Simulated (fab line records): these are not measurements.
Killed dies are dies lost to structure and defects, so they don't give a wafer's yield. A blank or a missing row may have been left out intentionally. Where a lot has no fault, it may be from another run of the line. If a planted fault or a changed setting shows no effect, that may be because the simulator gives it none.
2 desks looking at one fault | flow n5-finfet | every desk sees just its own numbers, and what lay behind them comes last

== THE METROLOGY DESK ==
What the gauges read, lot by lot, whatever tool the lot ran on: means of the sampled wafers that have a number. Marked OUT: a lot whose mean sits more than 4 standard deviations from the usual mean, which makes it out of limits; the brackets give that distance.
Columns: A = M7_THK at N5_BEOL_M7_THK_MEAS_53, usual 80 nm; B = M7_RS at N5_BEOL_M7_RS_MEAS_57, usual 0.287 ohm/sq
lot  | first seen here | A  | B
L669 | day 10 17:54    | 79 | 0.291
L667 | day 12 01:19    | 78 | 0.290
L677 | day 13 09:19    | 78 | 0.291
L680 | day 14 19:46    | 81 | 0.284
L683 | day 15 09:04    | 82 | 0.280
L686 | day 15 11:42    | 81 | 0.281
Result from this desk: across the 6 lots, nothing is out of limits.

== DESK OF THE TOOL OWNER: pecvd-02 ==
The tool's own readings at N5_BEOL_M7_DEP_56 (deposits SiCN from 3MS/NH3, target thk 10 nm, time 17.5 s): means of the sampled wafers that have a number, for each lot that ran on this tool. Marked OUT: a lot whose mean sits more than 4 standard deviations from the usual mean, which makes it out of limits; the brackets give that distance.
Columns: A = showerhead-plenum-p-Torr at N5_BEOL_M7_DEP_56, usual 3.674 Torr; B = throttle-valve-pct at N5_BEOL_M7_DEP_56, usual 8.96 %
lot  | first seen here | A     | B
L667 | day 12 01:23    | 3.667 | 9.02
L677 | day 13 09:24    | 3.673 | 9.04
L680 | day 14 19:51    | 3.672 | 9.12
Result from this desk: across the 3 lots, nothing is out of limits.

== PUT TOGETHER ==
From the metrology desk's view, nothing was out of limits.
The tool owner's desk saw nothing out of limits.

== WHAT HAD BEEN PUT IN BY THE SIMULATOR ==
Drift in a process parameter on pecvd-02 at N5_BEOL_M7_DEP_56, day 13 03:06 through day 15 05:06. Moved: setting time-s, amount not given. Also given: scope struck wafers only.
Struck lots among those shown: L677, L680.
